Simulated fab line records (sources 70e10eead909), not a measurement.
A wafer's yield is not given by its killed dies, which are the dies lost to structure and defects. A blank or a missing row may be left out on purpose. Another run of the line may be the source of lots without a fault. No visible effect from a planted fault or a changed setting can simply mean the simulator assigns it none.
Chamber matching || flow nand_harc || rie_diel-13 running NHARC_P_GATE_DESCUM_93: 4 sister chambers
The step chemistry O2, time 3 s. 8 wafers are shown with their chamber, then 9 later ones without.

== WAFERS WITH THEIR CHAMBER ==
{"wafer": "L525.6", "chamber": 3, "drypump_motor_current_A (A)": 6.2, "showerhead_plenum_p_Torr (Torr)": 2.00}
{"wafer": "L530.1", "chamber": 2, "drypump_motor_current_A (A)": 6.1, "showerhead_plenum_p_Torr (Torr)": 1.82}
{"wafer": "L531.1", "chamber": 0, "drypump_motor_current_A (A)": 5.6, "showerhead_plenum_p_Torr (Torr)": 1.92}
{"wafer": "L531.2", "chamber": 1, "drypump_motor_current_A (A)": 5.2, "showerhead_plenum_p_Torr (Torr)": 1.96}
{"wafer": "L531.6", "chamber": 2, "drypump_motor_current_A (A)": 6.0, "showerhead_plenum_p_Torr (Torr)": 1.82}
{"wafer": "L534.3", "chamber": 3, "drypump_motor_current_A (A)": 6.2, "showerhead_plenum_p_Torr (Torr)": 1.99}
{"wafer": "L534.4", "chamber": 0, "drypump_motor_current_A (A)": 5.6, "showerhead_plenum_p_Torr (Torr)": 1.92}
{"wafer": "L534.5", "chamber": 1, "drypump_motor_current_A (A)": 5.2, "showerhead_plenum_p_Torr (Torr)": 1.95}

== WAFERS MISSING THEIR CHAMBER ==
{"wafer": "L537.1", "drypump_motor_current_A (A)": 5.5, "showerhead_plenum_p_Torr (Torr)": 1.92}
{"wafer": "L537.4", "drypump_motor_current_A (A)": 5.2, "showerhead_plenum_p_Torr (Torr)": 1.95}
{"wafer": "L537.6", "drypump_motor_current_A (A)": 5.5, "showerhead_plenum_p_Torr (Torr)": 1.92}
{"wafer": "L538.1", "drypump_motor_current_A (A)": 6.0, "showerhead_plenum_p_Torr (Torr)": 1.82}
{"wafer": "L538.2", "drypump_motor_current_A (A)": 5.2, "showerhead_plenum_p_Torr (Torr)": 1.95}
{"wafer": "L538.4", "drypump_motor_current_A (A)": 5.2, "showerhead_plenum_p_Torr (Torr)": 1.95}
{"wafer": "L540.1", "drypump_motor_current_A (A)": 5.6, "showerhead_plenum_p_Torr (Torr)": 1.92}
{"wafer": "L540.2", "drypump_motor_current_A (A)": 6.2, "showerhead_plenum_p_Torr (Torr)": 1.99}
{"wafer": "L540.6", "drypump_motor_current_A (A)": 6.0, "showerhead_plenum_p_Torr (Torr)": 1.82}

== EACH ONE'S CHAMBER ==
{"wafer": "L537.1", "from the rows above": 0, "in truth": 0}
{"wafer": "L537.4", "from the rows above": 1, "in truth": 1}
{"wafer": "L537.6", "from the rows above": 0, "in truth": 0}
{"wafer": "L538.1", "from the rows above": 2, "in truth": 2}
{"wafer": "L538.2", "from the rows above": 1, "in truth": 1}
{"wafer": "L538.4", "from the rows above": 1, "in truth": 1}
{"wafer": "L540.1", "from the rows above": 0, "in truth": 0}
{"wafer": "L540.2", "from the rows above": 3, "in truth": 3}
{"wafer": "L540.6", "from the rows above": 2, "in truth": 2}
9 of 9 placed correctly. Number that these rows cannot place: 0. 0 placed wrongly.
How it was worked out, from the rows above alone: a wafer's distance from a chamber is the root of the sum, over the readings, of the square of ((its reading less the chamber's mean) divided by the reading's scatter). The wafer belongs to the nearest chamber; if the next one is less than 2 further off, it can't be placed. A chamber's mean is the mean of its shown wafers. The scatter: the root of (the sum of the squares of (reading less its chamber's mean) over the shown wafers, divided by (wafers less chambers)).
